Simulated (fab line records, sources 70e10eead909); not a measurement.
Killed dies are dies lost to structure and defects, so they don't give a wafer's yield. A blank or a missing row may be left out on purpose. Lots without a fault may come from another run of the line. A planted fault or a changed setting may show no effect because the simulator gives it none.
fab line records | flow nand_harc
record lots=12 wafers=36 last_day=34
route steps=1302 shown P_STI@91 P_GATE@126 END@1302
lots that met no fault: from a run of the same line without faults
start_h: hours from the record's first day to the start of the lot's first wafer shown | wait_h: hours since the lot's step before | " the same as in the row above | L1.1+2: a row that stands for several wafers | - no value, or no start given | * or withheld: withheld | < > ~ a bound
route shown NAME@n: a module of which the file shows steps, and the number in the route of the first | usual: mean/standard deviation of fault-free wafers | same: alike in all rows | chamber/n: place in a boat | sites: the reading at each site | _std_site: their standard deviation | _edge_site: outer sites' mean less inner sites' | radius_mm: how far each site lies from the wafer's centre | mask NAME#n: copy n | behind: the tool/chamber that last shaped the wafer | hold: why the lot was held/for how many hours/how that ended | device: the transistor (n, p or np) that didn't switch | end of line: the same wafers' tests at the end of the route | a step without rows: its recipe alone | killed: dies lost to structure and defects at the first sort, not the wafer's yield | map: a wafer's dies, x killed, . not, _ none there
set.NAME: the setting as run; set.NAME@STEP: as run at that earlier step | model.NAME: the simulator's own value behind a step, which no gauge read
steps of the route over a sample of lots; a table a step, a row a wafer
services: from which hour (start_h, from the record's first day; less than 0 if before it) a tool's chamber was out of use, for how many hours, and why
## steps
# step NHARC_P_STI_CD_MEAS_16
# usual cd_nm=200.4/2.1
# columns lot.wafer tool chamber start_h wait_h cd_nm
L219.1 cd_sem-03 - 57.88 - 199.3
L219.2 " - " " 197.6
L219.5 " - " " 202.5
L221.3 cd_sem-02 - 74.88 - 198.0
L221.4 " - " " 197.6
L221.5 " - " " 200.1
L223.1 cd_sem-02 - 93.08 - 195.7
L223.2 " - " " 200.2
L223.4 " - " " 196.8
L224.3 cd_sem-01 - 103.82 - 203.3
L224.4 " - " " 198.5
L224.6 " - " " 198.9
L227.2 cd_sem-02 - 133.86 - 199.6
L227.3 " - " " 200.9
L227.6 " - " " 200.6
L228.1 cd_sem-03 - 143.40 - 202.0
L228.3 " - " " 199.6
L228.6 " - " " 203.5
L229.1 cd_sem-02 - 152.86 - 201.3
L229.3 " - " " 201.4
L229.6 " - " " 202.3
L230.4 cd_sem-02 - 164.59 - 198.2
L230.5 " - " " 200.1
L230.6 " - " " 197.8
L231.2 cd_sem-03 - 174.03 - 201.1
L231.3 " - " " 202.9
L231.4 " - " " 202.7
L236.1 cd_sem-02 - 222.85 - 201.1
L236.3 " - " " 200.9
L236.5 " - " " 203.0
L239.4 cd_sem-02 - 252.67 - 200.4
L239.5 " - " " 198.7
L239.6 " - " " 200.2
L241.3 cd_sem-03 - 273.24 - 199.4
L241.4 " - " " 199.9
L241.5 " - " " 204.2
# step NHARC_P_STI_OCD_MEAS_17
# usual trench_depth_nm=301/4.9 trench_foot_cd_nm=158.5/2.3
# columns lot.wafer tool chamber start_h wait_h trench_depth_nm trench_foot_cd_nm
L219.1 ocd-02 - 57.96 0.1 302 158.8
L219.2 " - " " 308 154.5
L219.5 " - " " 305 158.7
L221.3 ocd-01 - 74.96 0.1 301 156.3
L221.4 " - " " 301 155.9
L221.5 " - " " 304 158.6
L223.1 ocd-01 - 93.17 0.1 306 153.9
L223.2 " - " " 294 159.5
L223.4 " - " " 304 155.2
L224.3 ocd-01 - 103.91 0.1 303 159.5
L224.4 " - " " 296 158.3
L224.6 " - " " 297 157.4
L227.2 ocd-02 - 133.94 0.1 300 158.5
L227.3 " - " " 297 161.0
L227.6 " - " " 299 159.7
L228.1 ocd-02 - 143.48 0.1 308 159.1
L228.3 " - " " 301 157.2
L228.6 " - " " 307 160.5
L229.1 ocd-01 - 152.95 0.1 303 158.3
L229.3 " - " " 294 159.5
L229.6 " - " " 289 161.8
L230.4 ocd-01 - 164.67 0.1 298 157.2
L230.5 " - " " 292 159.1
L230.6 " - " " 300 156.9
L231.2 ocd-01 - 174.12 0.1 297 159.5
L231.3 " - " " 308 157.9
L231.4 " - " " 300 159.3
L236.1 ocd-02 - 222.94 0.1 313 157.0
L236.3 " - " " 304 158.6
L236.5 " - " " 314 158.1
L239.4 ocd-01 - 252.75 0.1 298 158.6
L239.5 " - " " 298 158.6
L239.6 " - " " 301 158.7
L241.3 ocd-01 - 273.32 0.1 295 157.0
L241.4 " - " " 297 157.0
L241.5 " - " " 297 161.0
# step NHARC_P_GATE_STRIP_15
# recipe time_s=780 temp_c=130 chemistry=SPM
# usual temp_c=129.99/0.14
# columns lot.wafer tool chamber start_h wait_h temp_c
L219.5 wet_bench-03 2 93.09 0.0 130.04
L219.2 " 3 " " 130.06
L219.1 " 4 " " 130.08
L221.3 wet_bench-02 1 106.60 0.0 129.59
L221.4 " 3 " " 130.14
L221.5 " 4 " " 129.94
L223.2 wet_bench-09 5 127.07 0.1 130.03
L223.1 " 0 " " 130.03
L223.4 " 2 " " 130.02
L224.3 wet_bench-09 7 143.39 0.0 130.11
L224.6 " 3 " " 129.96
L224.4 " 4 " " 130.10
L227.2 wet_bench-09 4 170.05 0.0 130.03
L227.6 " 5 " " 129.93
L227.3 " 0 " " 130.08
L228.1 wet_bench-03 5 179.74 0.0 130.03
L228.6 " 0 " " 130.04
L228.3 " 1 " " 129.94
L229.3 wet_bench-02 1 186.87 0.1 130.15
L229.6 " 5 " " 130.21
L229.1 " 6 " " 129.67
L230.4 wet_bench-03 5 203.75 0.0 129.75
L230.5 " 7 " " 129.91
L230.6 " 1 " " 130.23
L231.2 wet_bench-09 3 207.52 0.0 130.03
L231.4 " 4 " " 130.04
L231.3 " 5 " " 129.93
L236.3 wet_bench-02 2 257.48 0.0 130.01
L236.1 " 4 " " 129.94
L236.5 " 5 " " 130.03
L239.5 wet_bench-09 0 287.74 0.0 129.99
L239.6 " 1 " " 129.96
L239.4 " 2 " " 130.02
L241.3 wet_bench-09 6 310.38 0.0 130.13
L241.5 " 7 " " 129.95
L241.4 " 0 " " 129.89
# step NHARC_P_GATE_INSPECT_28
# usual raw_defect_count=5.7/2.8
# columns lot.wafer tool chamber start_h wait_h raw_defect_count
L219.1 defect_inspect-02 - 107.12 0.0 2
L219.2 " - " " 7
L219.5 " - " " 3
L221.3 defect_inspect-01 - 121.38 0.0 3
L221.4 " - " " 4
L221.5 " - " " 2
L223.1 defect_inspect-01 - 145.34 0.0 4
L223.2 " - " " 5
L223.4 " - " " 5
L224.3 defect_inspect-02 - 156.81 0.0 7
L224.4 " - " " 3
L224.6 " - " " 7
L227.2 defect_inspect-02 - 183.62 0.0 3
L227.3 " - " " 3
L227.6 " - " " 5
L228.1 defect_inspect-01 - 200.62 0.0 5
L228.3 " - " " 6
L228.6 " - " " 3
L229.1 defect_inspect-01 - 207.80 0.0 11
L229.3 " - " " 12
L229.6 " - " " 2
L230.4 defect_inspect-02 - 217.78 0.0 1
L230.5 " - " " 8
L230.6 " - " " 12
L231.2 defect_inspect-01 - 221.63 0.0 4
L231.3 " - " " 1
L231.4 " - " " 2
L236.1 defect_inspect-01 - 272.89 0.0 5
L236.3 " - " " 13
L236.5 " - " " 6
L239.4 defect_inspect-02 - 302.05 0.0 224
L239.5 " - " " 253
L239.6 " - " " 250
L241.3 defect_inspect-01 - 332.79 0.0 256
L241.4 " - " " 253
L241.5 " - " " 261
# step NHARC_P_GATE_STRIP_101
# recipe time_s=20 o2_flow_sccm=500 ar_flow_sccm=0 bias_w=0 chemistry=O2
# usual drypump_motor_current_A=5.6/0.37 o2_flow_sccm=499.7/1.4 oes_product_au=0.998/0.01 rf_vpp_V=57.9/0.94 showerhead_plenum_p_Torr=3.55/0.12 throttle_valve_pct=17.037/0.0092
# columns lot.wafer tool chamber start_h wait_h drypump_motor_current_A o2_flow_sccm oes_product_au rf_hours_counter_h rf_vpp_V showerhead_plenum_p_Torr throttle_valve_pct
L219.2 rie_diel-10 1 118.03 0.1 5.6 499.3 0.986 4 58.3 3.52 17.045
L219.1 " 0 " " 6.0 499.4 0.988 4 59.1 3.79 17.043
L219.5 " 2 " " 5.8 499.5 1.019 - 58.3 3.57 17.025
L221.4 rie_diel-10 1 132.34 0.1 5.5 500.5 0.991 4 58.1 3.52 17.046
L221.3 " 3 " " 5.6 498.1 0.989 3 56.8 3.46 17.032
L221.5 " 2 " " 5.8 502.0 1.003 - 57.8 3.57 17.042
L223.1 rie_diel-01 3 156.42 0.1 5.1 498.8 0.982 6 55.3 3.41 17.024
L223.2 " 0 " " 4.9 498.3 1.020 7 57.3 3.44 17.046
L223.4 " 1 " " 5.5 499.1 1.004 6 57.8 3.64 17.043
L224.3 rie_diel-03 1 167.75 0.1 6.1 500.1 0.989 4 58.4 3.63 17.022
L224.4 " 2 " " 4.9 496.9 0.985 4 57.6 3.62 17.025
L224.6 " 2 " " 4.9 500.1 0.984 - 58.7 3.62 17.032
L227.2 rie_diel-03 0 194.55 0.1 5.4 501.2 0.996 4 58.3 3.64 17.025
L227.3 " 3 " " 6.1 498.4 1.000 4 57.4 3.34 17.033
L227.6 " 0 " " 5.4 501.0 0.993 - 57.7 3.64 17.022
L228.1 rie_diel-10 3 211.76 0.1 5.6 500.9 0.995 7 57.3 3.46 17.036
L228.3 " 0 " " 6.0 499.1 0.982 8 58.7 3.78 17.043
L228.6 " 2 " " 5.8 498.7 0.997 - 58.5 3.57 17.032
L229.1 rie_diel-10 2 218.79 0.1 5.8 501.8 1.009 10 58.1 3.57 17.034
L229.3 " 3 " " 5.6 498.5 0.997 9 57.7 3.46 17.040
L229.6 " 0 " " 6.0 499.7 0.990 - 58.9 3.78 17.030
L230.4 rie_diel-10 1 228.77 0.1 5.5 496.9 0.990 9 57.1 3.51 17.028
L230.6 " 3 " " 5.6 500.6 1.011 - 57.7 3.45 17.029
L230.5 " 0 " " 6.0 501.5 0.993 - 57.9 3.78 17.036
L231.2 rie_diel-01 2 232.53 0.1 6.0 498.6 0.992 0 57.4 3.45 17.029
L231.3 " 3 " " 5.1 501.8 0.992 0 56.2 3.41 17.030
L231.4 " 0 " " 4.9 502.2 1.002 0 57.6 3.44 17.032
L236.3 rie_diel-01 1 283.68 0.1 5.5 498.2 0.985 3 56.9 3.63 17.035
L236.1 " 2 " " 6.0 502.4 0.998 3 56.5 3.45 17.039
L236.5 " 0 " " 4.9 499.0 1.010 - 57.0 3.44 17.043
L239.4 rie_diel-10 3 313.01 0.1 5.6 500.2 1.009 3 58.2 3.45 17.059
L239.6 " 0 " " 6.0 501.5 0.990 - 58.0 3.78 17.064
L239.5 " 1 " " 5.5 498.6 1.005 - 56.1 3.51 17.049
L241.4 rie_diel-01 1 343.66 0.1 5.5 500.0 0.993 8 58.1 3.63 17.037
L241.3 " 0 " " 5.0 501.1 1.011 6 57.3 3.44 17.048
L241.5 " 2 " " 6.0 500.1 1.011 - 57.8 3.45 17.036
# step NHARC_P_GATE_INSPECT_68
# usual raw_defect_count=188/70
# columns lot.wafer tool chamber start_h wait_h raw_defect_count
L219.1 defect_inspect-02 - 125.28 0.2 176
L219.2 " - " " 244
L219.5 " - " " 105
L221.3 defect_inspect-01 - 139.78 0.1 165
L221.4 " - " " 119
L221.5 " - " " 158
L223.1 defect_inspect-01 - 163.96 0.2 153
L223.2 " - " " 162
L223.4 " - " " 214
L224.3 defect_inspect-02 - 175.13 0.1 168
L224.4 " - " " 130
L224.6 " - " " 119
L227.2 defect_inspect-01 - 201.99 0.1 302
L227.3 " - " " 201
L227.6 " - " " 350
L228.1 defect_inspect-02 - 219.00 0.2 303
L228.3 " - " " 257
L228.6 " - " " 212
L229.1 defect_inspect-01 - 226.28 0.2 348
L229.3 " - " " 187
L229.6 " - " " 192
L230.4 defect_inspect-02 - 237.09 0.1 190
L230.5 " - " " 150
L230.6 " - " " 147
L231.2 defect_inspect-01 - 240.74 0.3 325
L231.3 " - " " 287
L231.4 " - " " 220
L236.1 defect_inspect-02 - 291.03 0.2 116
L236.3 " - " " 86
L236.5 " - " " 96
L239.4 defect_inspect-02 - 320.48 0.1 379
L239.5 " - " " 484
L239.6 " - " " 404
L241.3 defect_inspect-01 - 351.19 0.1 384
L241.4 " - " " 406
L241.5 " - " " 367
# step NHARC_END_SORT_01
# recipe temp_c=25
# usual killed_at_array=53/18 killed_at_other=1.0/1.2 killed_at_periphery=3.6/2.4 killed_dies=58/18 killed_open=3.4/1.8 killed_short=2.3/1.5
# same gross_dies=677
# columns lot.wafer tool chamber start_h wait_h killed_at_array killed_at_other killed_at_periphery killed_dies killed_open killed_short
L231.2 prober-02 0 684.56 2.8 64 4 1 69 3 3
L231.4 prober-02 0 686.15 3.4 58 1 0 59 5 2
L239.4 prober-02 0 778.54 3.4 65 4 39 108 5 4
L239.5 prober-02 0 779.34 3.7 27 2 32 61 2 1
L239.6 prober-02 0 780.15 4.0 53 2 66 121 4 3
L241.3 prober-01 0 804.48 3.1 37 0 50 87 0 1
L241.4 prober-01 0 805.27 3.4 53 0 27 80 3 1
L241.5 prober-01 0 806.07 3.7 55 0 61 116 7 0
# killed by level:class
L231.2 A_CHANNEL_HOLE_D1:chamber_film_flake=32 A_CHANNEL_HOLE_D2:chamber_film_flake=10 A_SLIT:chamber_film_flake=8 THIN_TSV:chamber_film_flake=4 A_STAIRCASE:chamber_film_flake=3 A_CONTACT:chamber_film_flake=3 A_ONON_D1:geometric_particle:short=1 A_CHANNEL_FILL_D1:geometric_particle:open=1
L231.4 A_CHANNEL_HOLE_D1:chamber_film_flake=34 A_CONTACT:chamber_film_flake=6 A_CHANNEL_HOLE_D2:chamber_film_flake=5 A_SLIT:chamber_film_flake=3 A_CHANNEL_FILL_D2:chamber_film_flake=2 A_ONON_D1:geometric_particle:open=1 A_CHANNEL_FILL_D1:geometric_particle:short=1 A_ONON_D2:geometric_particle:open=1
L239.4 P_GATE:unspecified=35 A_SLIT:chamber_film_flake=23 A_CHANNEL_HOLE_D1:chamber_film_flake=9 A_CONTACT:chamber_film_flake=7 THIN_TSV:chamber_film_flake=4 A_M1:chamber_film_flake=4 A_STAIRCASE:chamber_film_flake=3 A_BONDPAD:chamber_film_flake=3
L239.5 P_GATE:unspecified=26 A_SLIT:chamber_film_flake=8 A_CONTACT:chamber_film_flake=6 A_M1:chamber_film_flake=4 A_CHANNEL_HOLE_D1:chamber_film_flake=3 P_GATE:chamber_film_flake=3 A_ZERO_WELL:chamber_film_flake=2 THIN_TSV:chamber_film_flake=2
L239.6 P_GATE:unspecified=64 A_SLIT:chamber_film_flake=24 A_CONTACT:chamber_film_flake=8 A_CHANNEL_HOLE_D1:chamber_film_flake=5 A_STAIRCASE:chamber_film_flake=3 A_CONTACT:geometric_particle:open=2 A_BLC:chamber_film_flake=2 A_ZERO_WELL:chamber_film_flake=2
L241.3 P_GATE:unspecified=47 A_SLIT:chamber_film_flake=14 A_CHANNEL_HOLE_D1:chamber_film_flake=12 A_CHANNEL_HOLE_D2:chamber_film_flake=5 A_STAIRCASE:chamber_film_flake=3 P_STI:chamber_film_flake=2 A_ONON_D2:geometric_particle:short=1 P_ZERO_WELL:chamber_film_flake=1
L241.4 P_GATE:unspecified=27 A_CHANNEL_HOLE_D1:chamber_film_flake=15 A_SLIT:chamber_film_flake=11 A_CHANNEL_HOLE_D2:chamber_film_flake=8 A_CONTACT:chamber_film_flake=5 A_BONDPAD:chamber_film_flake=4 A_STAIRCASE:chamber_film_flake=4 A_ONON_D1:geometric_particle:short=1
L241.5 P_GATE:unspecified=56 A_CHANNEL_HOLE_D1:chamber_film_flake=14 A_SLIT:chamber_film_flake=14 A_CHANNEL_HOLE_D2:chamber_film_flake=9 A_CONTACT:chamber_film_flake=8 A_BONDPAD:chamber_film_flake=3 P_M0:geometric_particle:open=2 P_CONTACT:geometric_particle:open=1
## services
# columns tool chamber start_h hours kind
rie_diel-10 0 74.77 - clean
rie_diel-10 1 74.77 - clean
rie_diel-10 2 74.77 - clean
rie_diel-10 3 74.77 - clean
wet_bench-02 - 93.26 1.6 repair
rie_diel-10 0 99.27 - clean
rie_diel-10 1 99.27 - clean
rie_diel-10 2 99.27 - clean
rie_diel-10 3 99.27 - clean
rie_diel-03 - 104.30 9.0 pm
rie_diel-10 0 123.77 - clean
rie_diel-10 1 123.77 - clean
wet_bench-09 - 176.80 8.0 pm
rie_diel-01 - 203.88 9.0 pm
rie_diel-10 1 208.56 10.6 repair
wet_bench-03 - 210.40 8.0 pm
rie_diel-01 0 216.30 5.2 repair
rie_diel-10 1 221.55 2.7 repair
rie_diel-10 - 242.77 9.0 pm
wet_bench-02 - 244.00 8.0 pm
rie_diel-03 - 281.30 9.0 pm
rie_diel-03 3 291.79 10.1 repair
rie_diel-01 0 296.60 7.8 repair
rie_diel-10 1 318.84 3.5 repair
## key
first_sign step=NHARC_P_GATE_INSPECT_28 reading=raw_defect_count direction=up sigmas=87 usual=5.7 struck=249.5
effect step=NHARC_P_GATE_INSPECT_68 reading=raw_defect_count direction=up sigmas=3.1 usual=188 struck=404
effect step=NHARC_END_SORT_01 reading=killed_at_periphery direction=up sigmas=17 usual=3.6 struck=45.8
more_kills_born_at NHARC_P_GATE_STRIP_15@wet_bench-09=255
met_at NHARC_P_GATE_STRIP_15
struck_lots L239,L241
tester_left_out L239,L241
not_acting_at NHARC_P_STI_CD_MEAS_16,NHARC_P_STI_OCD_MEAS_17,NHARC_P_GATE_STRIP_101
onset_between 207.52 287.74
also_fits time
fault kind=chamber_particle_source tool=wet_bench-09 chamber=- onset_h=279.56 steps=NHARC_P_GATE_STRIP_15 rate_per_visit_cm2=0.38395 end_h=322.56
# tester_left_out: of these lots the tester's yield and bins aren't shown, on N5 and GAA mostly nor the transistor test; their killed dies are dies lost to structure and defects alone, not to doping, threshold or leakage, so they don't give the yield
